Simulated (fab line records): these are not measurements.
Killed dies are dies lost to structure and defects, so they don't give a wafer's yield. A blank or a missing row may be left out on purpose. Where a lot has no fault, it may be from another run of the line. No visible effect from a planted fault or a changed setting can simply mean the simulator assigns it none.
Matching of chambers    flow nand harc    4 sister chambers for NHARC_A_M0_DESCUM_14 on rie diel-09
The step chemistry O2, time 3 s. 4 wafers are shown with their chamber, then 10 later ones without.

== WAFERS WITH THEIR CHAMBER ==
wafer   chamber  drypump motor current A (A)
L092.1  0        5.9
L092.3  1        6.7
L092.5  2        6.3
L093.5  3        5.9

== WAFERS WITH NO CHAMBER GIVEN ==
wafer   drypump motor current A (A)
L093.6  6.3
L094.2  6.7
L094.3  6.3
L094.4  5.9
L095.2  6.0
L095.4  6.3
L095.5  5.9
L097.3  5.9
L097.4  5.9
L097.6  6.3

== CHAMBER TAKEN BY EACH ==
wafer   from the rows above      in truth
L093.6  2                        2
L094.2  1                        1
L094.3  2                        2
L094.4  can't be placed: 0 or 3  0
L095.2  can't be placed: 0 or 3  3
L095.4  2                        2
L095.5  can't be placed: 0 or 3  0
L097.3  can't be placed: 0 or 3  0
L097.4  can't be placed: 0 or 3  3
L097.6  2                        2
Placed correctly: 5 of 10. From these rows, 5 cannot be placed; in 5 the true chamber is one of the candidates. Wrongly placed: 0.
How it was worked out, from the rows above alone: a wafer's distance from a chamber is the root of the sum, over the readings, of the square of ((its reading less the chamber's mean) divided by the reading's scatter). If the next closest chamber is less than 2 further off than the closest, the wafer can't be placed; otherwise it belongs to the closest. For every chamber, the mean is computed from those of its wafers that are shown. The scatter: root of mean squared gap, hidden wafer to nearest shown wafer, with one shown wafer a chamber.
